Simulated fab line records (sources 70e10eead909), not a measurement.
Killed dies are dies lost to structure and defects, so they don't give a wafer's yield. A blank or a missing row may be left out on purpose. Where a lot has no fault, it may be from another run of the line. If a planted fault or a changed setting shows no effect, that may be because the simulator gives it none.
Comparing a struck lot with a sound one    flow nand-harc    15 out of 1302 route steps
Sound: the wafers L681.1, L681.2, L681.3. Wafers L690.2, L690.5, L690.6 were the ones struck. The cause is given at the end.
For every step that has rows: the tool of each side, followed by ch and its chambers, followed by its first start. Under that, the readings that differ: sound wafers    struck wafers    difference of the means    sigmas: that difference in standard deviations of wafers without a fault.
alike: readings with means less than 2 such deviations apart, plus words and numbers identical on both sides. not compared: withheld readings, readings lacking a value on some wafer, bounds such as >300 that could conceal the same value, and numbers that have no deviation in the record and whose values overlap.
Wherever a step has rows on one side only, a row that says differs or no value, or a row with sigmas, the two part there. Numbers that don't overlap but have no deviation are shown without sigmas and don't part them. Lack of a reading on every wafer of one side parts them only where that side has two or more wafers.

first, 2 steps without rows for these wafers: NHARC_A_CONTACT_PEB_40 (peb time 65 s); NHARC_A_CONTACT_DEVELOP_41 (develop time 35 s).
NHARC_A_CONTACT_CD_MEAS_42: the cd target is 300 nm.
  sound on cd-sem-03 ch 0, day 24 15:41; struck on cd-sem-02 ch 0, day 27 07:20
  alike: cd-nm
NHARC_A_CONTACT_OVL_MEAS_43:
  sound on overlay-02, day 24 15:47; struck on overlay-02, day 27 07:25
reading            sound           struck       difference  sigmas
overlay-x-nm (nm)  -0.5 -0.8 -0.9  1.0 0.8 0.8  +1.6        +2
  alike: overlay-y-nm
NHARC_A_CONTACT_INSPECT_44:
  sound on defect-inspect-01, day 24 15:49; struck on defect-inspect-01, day 27 07:27
  alike: raw-defect-count
then, 1 step without rows for these wafers: NHARC_A_CONTACT_DESCUM_47 (chemistry O2, time 3 s).
NHARC_A_CONTACT_ETCH_48: etches the open film in CF4, target depth 39 nm, time 65 s.
  sound on rie-diel-09 ch 0,1,2, day 24 15:58; struck on rie-diel-09 ch 1,2,3, day 27 07:41
  alike: bias-w, cf4-flow-sccm, drypump-motor-current-A, oes-product-au, rf-vpp-V, showerhead-plenum-p-Torr, throttle-valve-pct
  not compared: rf-hours-counter-h
then, 1 step without rows for these wafers: NHARC_A_CONTACT_ETCH_49 (etches the open film in N2/H2, target depth 260 nm, time 475.3 s).
NHARC_A_CONTACT_ETCH_50: etches the open film in CF4/CHF3, target depth 121 nm, time 60.5 s.
  sound on rie-diel-09 ch 1,2,3; struck on rie-diel-09 ch 0,1,2
reading                sound              struck             difference  sigmas
oes-product-au (a.u.)  0.975 0.992 0.948  0.935 0.925 0.896  -0.053      -2
  alike: bias-w, cf4-flow-sccm, drypump-motor-current-A, rf-vpp-V, showerhead-plenum-p-Torr, throttle-valve-pct
  not compared: rf-hours-counter-h
NHARC_A_CONTACT_ETCH_51: etches the open film in O2/COS, target depth 7000 nm, time 1820 s.
  sound on rie-diel-09 ch 0,2,3; struck on rie-diel-09 ch 1,2
  alike: bias-w, chamber-pressure-mTorr, drypump-motor-current-A, oes-product-au, rf-vpp-V, showerhead-plenum-p-Torr, throttle-valve-pct
  not compared: rf-hours-counter-h
then, 1 step without rows for these wafers: NHARC_A_CONTACT_ETCH_111 (etches the open film in C4F8/O2/Ar, time 140 s, target depth 700 nm).
NHARC_A_CONTACT_ETCH_112: etches the open film in C4F8/O2/Ar, time 190 s, target depth 1850 nm.
  sound on har-cap-etch-03 ch 0,1, day 24 17:58; struck on har-cap-etch-02 ch 0,1, day 27 10:22
  alike: chamber-pressure-mTorr, oes-air-line-au
  not compared: rf-hours-counter-h
NHARC_A_CONTACT_ETCH_113: etches the open film in C4F8/O2/Ar, time 190 s, target depth 1850 nm.
  sound on har-cap-etch-03 ch 0,1, day 24 18:12; struck on har-cap-etch-02 ch 0,1, day 27 10:32
  no value came back on the struck wafers for chamber-pressure-mTorr (mTorr), oes-air-line-au (a.u.); on the sound wafers chamber-pressure-mTorr (mTorr) reads 20.005 20.013 19.965
  not compared: rf-hours-counter-h
NHARC_A_CONTACT_ETCH_114: etches the open film in C4F8/O2/Ar, time 190 s, target depth 1850 nm.
  sound on har-cap-etch-03 ch 0,1, day 24 18:25; struck on har-cap-etch-02 ch 0,1, day 27 10:43
  alike: chamber-pressure-mTorr, oes-air-line-au
  not compared: rf-hours-counter-h
-- break in the record here, with 3 days between the starts of the struck wafers on either side (left off in module A_CONTACT, picked up again in module END, where the first step shown is number 1302 on the route) --
NHARC_END_SORT_01:
  at this point the record logs the struck wafers (prober-02 ch 0, day 30 10:28) and has no rows for the sound ones

WHERE THEY PART
At NHARC_A_CONTACT_OVL_MEAS_43 first; at NHARC_END_SORT_01 last (within this record only).

WHY: the cause the simulator had injected
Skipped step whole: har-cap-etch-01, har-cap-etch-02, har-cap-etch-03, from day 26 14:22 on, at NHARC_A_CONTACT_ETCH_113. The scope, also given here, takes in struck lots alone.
